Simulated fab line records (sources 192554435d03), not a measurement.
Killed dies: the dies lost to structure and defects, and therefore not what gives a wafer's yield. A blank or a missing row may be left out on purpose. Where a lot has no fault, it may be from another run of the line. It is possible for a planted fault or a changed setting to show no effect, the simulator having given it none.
Chamber matching + flow n5Finfet + pecvd-03 running N5_BEOL_M8_PECVD_70: 3 sister chambers
The step deposits SiO2 from TEOS/O2, target thk 20 nm, time 22.7 s. 3 wafers are shown with their chamber, then 10 later ones without.

## WAFERS WITH THEIR CHAMBER
| wafer  | chamber | throttleValvePct (%) |
|--------|---------|----------------------|
| L083.5 | 1       | 23.7                 |
| L083.6 | 0       | 22.0                 |
| L084.5 | 2       | 21.5                 |

## WAFERS WITH NO CHAMBER GIVEN
| wafer  | throttleValvePct (%) |
|--------|----------------------|
| L084.6 | 24.1                 |
| L090.1 | 21.5                 |
| L090.3 | 21.7                 |
| L090.4 | 23.8                 |
| L088.1 | 22.0                 |
| L088.3 | 21.9                 |
| L088.5 | 23.7                 |
| L092.1 | 23.8                 |
| L092.2 | 21.9                 |
| L092.3 | 21.9                 |

## WHICH CHAMBER EACH WENT THROUGH
| wafer  | from the rows above     | in truth                   |
|--------|-------------------------|----------------------------|
| L084.6 | 1                       | 1                          |
| L090.1 | 2                       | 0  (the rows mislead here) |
| L090.3 | can't be placed: 2 or 0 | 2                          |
| L090.4 | 1                       | 1                          |
| L088.1 | 0                       | 0                          |
| L088.3 | can't be placed: 0 or 2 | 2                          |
| L088.5 | 1                       | 1                          |
| L092.1 | 1                       | 1                          |
| L092.2 | can't be placed: 0 or 2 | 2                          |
| L092.3 | can't be placed: 0 or 2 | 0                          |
Correct placement for 5 of the 10. Not placeable from these rows: 4 (in 4, the candidates include the true chamber). Number placed wrongly: 1.
How it was worked out, from the rows above alone: a wafer's distance from a chamber is the root of the sum, over the readings, of the square of ((its reading less the chamber's mean) divided by the reading's scatter). If the next closest chamber is less than 2 further off than the closest, the wafer can't be placed; otherwise it belongs to the closest. Each chamber's mean is taken over the wafers shown for it. The scatter: with one shown wafer a chamber, the root of the mean of the squares of how far each hidden wafer lies from its nearest shown one.
